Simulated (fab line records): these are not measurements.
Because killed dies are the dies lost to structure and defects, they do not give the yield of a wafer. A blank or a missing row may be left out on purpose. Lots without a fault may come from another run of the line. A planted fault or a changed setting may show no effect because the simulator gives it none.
Chamber matching || flow n5Finfet || N5_BEOL_M8_STRIP_19 on rieDiel-03: 4 sister chambers
The step strips in O2. 4 wafers are shown with their chamber, then 10 later ones without.

## WAFERS, EACH WITH ITS CHAMBER
{"wafer": "L086.4", "chamber": 0, "drypumpMotorCurrentA (A)": 6.3}
{"wafer": "L086.6", "chamber": 3, "drypumpMotorCurrentA (A)": 5.9}
{"wafer": "L089.4", "chamber": 2, "drypumpMotorCurrentA (A)": 5.4}
{"wafer": "L089.5", "chamber": 1, "drypumpMotorCurrentA (A)": 6.4}

## WAFERS MISSING THEIR CHAMBER
{"wafer": "L089.6", "drypumpMotorCurrentA (A)": 6.3}
{"wafer": "L090.1", "drypumpMotorCurrentA (A)": 5.9}
{"wafer": "L090.2", "drypumpMotorCurrentA (A)": 6.3}
{"wafer": "L090.6", "drypumpMotorCurrentA (A)": 6.3}
{"wafer": "L092.1", "drypumpMotorCurrentA (A)": 5.9}
{"wafer": "L092.2", "drypumpMotorCurrentA (A)": 6.3}
{"wafer": "L092.6", "drypumpMotorCurrentA (A)": 5.9}
{"wafer": "L096.2", "drypumpMotorCurrentA (A)": 5.5}
{"wafer": "L096.3", "drypumpMotorCurrentA (A)": 6.4}
{"wafer": "L096.5", "drypumpMotorCurrentA (A)": 6.3}

## WHICH CHAMBER EACH WENT THROUGH
{"wafer": "L089.6", "from the rows above": 0, "in truth": 0}
{"wafer": "L090.1", "from the rows above": 3, "in truth": 3}
{"wafer": "L090.2", "from the rows above": 0, "in truth": 0}
{"wafer": "L090.6", "from the rows above": 0, "in truth": 0}
{"wafer": "L092.1", "from the rows above": 3, "in truth": 3}
{"wafer": "L092.2", "from the rows above": 0, "in truth": 0}
{"wafer": "L092.6", "from the rows above": 3, "in truth": 3}
{"wafer": "L096.2", "from the rows above": 2, "in truth": 2}
{"wafer": "L096.3", "from the rows above": 1, "in truth": 1}
{"wafer": "L096.5", "from the rows above": 0, "in truth": 0}
Correct placement for 10 of the 10. Number that these rows cannot place: 0. 0 placed wrongly.
How it was worked out, from the rows above alone: a wafer's distance from a chamber is the root of the sum, over the readings, of the square of ((its reading less the chamber's mean) divided by the reading's scatter). The wafer belongs to the nearest chamber; if the next one is less than 2 further off, it can't be placed. Each chamber's mean is taken over the wafers shown for it. The scatter: root of mean squared gap, hidden wafer to nearest shown wafer, with one shown wafer a chamber.
